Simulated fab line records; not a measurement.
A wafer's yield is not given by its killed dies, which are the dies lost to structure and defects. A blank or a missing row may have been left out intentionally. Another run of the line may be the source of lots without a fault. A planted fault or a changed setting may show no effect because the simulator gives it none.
A lot that was struck, set against a sound lot ; flow nandHarc ; 13 steps out of a route of 1302
Sound: these wafers, L605.1, L605.3, L605.6. Struck: wafers L621.3, L621.4, L621.6. The cause comes at the end.
At each step with rows: each side's tool, then ch and its chambers, then its first start. Under that, the readings that differ: sound wafers ; struck wafers ; difference of the means ; sigmas: that difference in standard deviations of wafers without a fault.
alike: a reading whose means differ by less than 2 such deviations, as well as words and numbers matching on both sides. not compared: withheld readings; readings where some wafer has no value; bounds like >300 that might hide an equal value; numbers whose values overlap and for which the record gives no deviation.
A row with sigmas, a row that says differs or no value, or rows on one side alone: a step with any of these is where the two part. When numbers do not overlap yet have no deviation, they are printed without sigmas and do not part them. Lack of a reading on every wafer of one side parts them only where that side has two or more wafers.

NHARC_A_CHANNEL_FILL_D2_ALD_25: deposits SiOx, target thk 60 nm, pulse time 10 s, ald cycles 600.
  sound on aldHk-03 ch 0,3, day 16 04:41; struck on aldHk-01 ch 1,2,3, day 22 15:25
  alike: heaterPowerW, precursorPulseHeightRel
NHARC_A_CHANNEL_FILL_D2_ETCHBACK_08: etches the open film in C4F8, target depth 220 nm, time 110 s.
  sound on rieDiel-02 ch 0,1; struck on rieDiel-12 ch 0,1,2
  alike: oesProductAu, rfVppV
  not compared: rfHoursCounterH
NHARC_A_CHANNEL_FILL_D2_STRIP_29: strips in O2, time 20 s.
  sound on rieDiel-02 ch 1,3, day 16 10:26; struck on rieDiel-12 ch 1,2,3
  alike: drypumpMotorCurrentA, oesProductAu, rfVppV, showerheadPlenumPTorr, throttleValvePct
  not compared: rfHoursCounterH
then, 3 steps without rows for these wafers: NHARC_A_CHANNEL_FILL_D2_PRECLEAN_30 (cleans in dHF, time 30 s); NHARC_A_CHANNEL_FILL_D2_SRD_31; NHARC_A_CHANNEL_FILL_D2_CVD_09 (deposits poly-Si, target thk 150 nm, time 3000 s).
NHARC_A_CHANNEL_FILL_D2_CMP_10: polishes, target thk 150 nm.
  sound on cmp-01 ch 0,3, day 16 16:05; struck on cmp-01 ch 0,2,3, day 23 03:35
  alike: motorCurrentA, timeToEndpointS
then, 1 step without rows for these wafers: NHARC_A_CHANNEL_FILL_D2_SRD_12.
NHARC_A_CHANNEL_FILL_D2_RTA_24: time 5 s.
  sound on rtpAnneal-02 ch 0, day 16 16:29; struck on rtpAnneal-01 ch 0, day 23 04:01
reading;sound;struck;difference;sigmas
lamp_zone_7_pct (%);31.2 31.2 31.3;25.8 25.8 25.8;-5.4;-2
  alike: lampPowerPct, wafer_temp_C_max
NHARC_A_CHANNEL_FILL_D2_INSPECT_13:
  struck on defectInspect-02, day 23 04:10; sound on defectInspect-02, day 16 16:41
  alike: rawDefectCount
NHARC_A_STAIRCASE_DEP_156: deposits SiNx, target thk 50 nm.
  sound on pecvd-04 ch 0,1, day 16 16:47; struck on pecvd-02 ch 0,1, day 23 04:17
  no value came back on the struck wafers for heaterPowerOuterW (W), heaterPowerW (W); on the sound wafers heaterPowerOuterW (W) reads 529 369 542
then, 1 step without rows for these wafers: NHARC_A_STAIRCASE_DEHYDRATE_158 (time 120 s).
-- record jumps: 9 days between struck wafers' starts before vs after; left off in module A_STAIRCASE, resumes in module END, first step shown is number 1302 of the route --
NHARC_END_SORT_01:
  sound on prober-02 ch 0, day 25 12:09; struck on prober-02 ch 0, day 32 00:34
reading;sound;struck;difference;sigmas
hold;- - -;awaitDispo/2.6h/scrap awaitDispo/2.6h/scrap awaitDispo/2.6h/scrap;no value on the sound wafers;
killedAtArray;81 61 76;557 577 569;+495;+26
killedDies;82 65 79;561 579 572;+495;+26
  alike: killedAtOther, killedAtPeriphery, killedOpen, killedShort

== WHERE THEY PART ==
Earliest at NHARC_A_CHANNEL_FILL_D2_RTA_24; latest, in this record, at NHARC_END_SORT_01.

WHY: whatever the simulator had introduced
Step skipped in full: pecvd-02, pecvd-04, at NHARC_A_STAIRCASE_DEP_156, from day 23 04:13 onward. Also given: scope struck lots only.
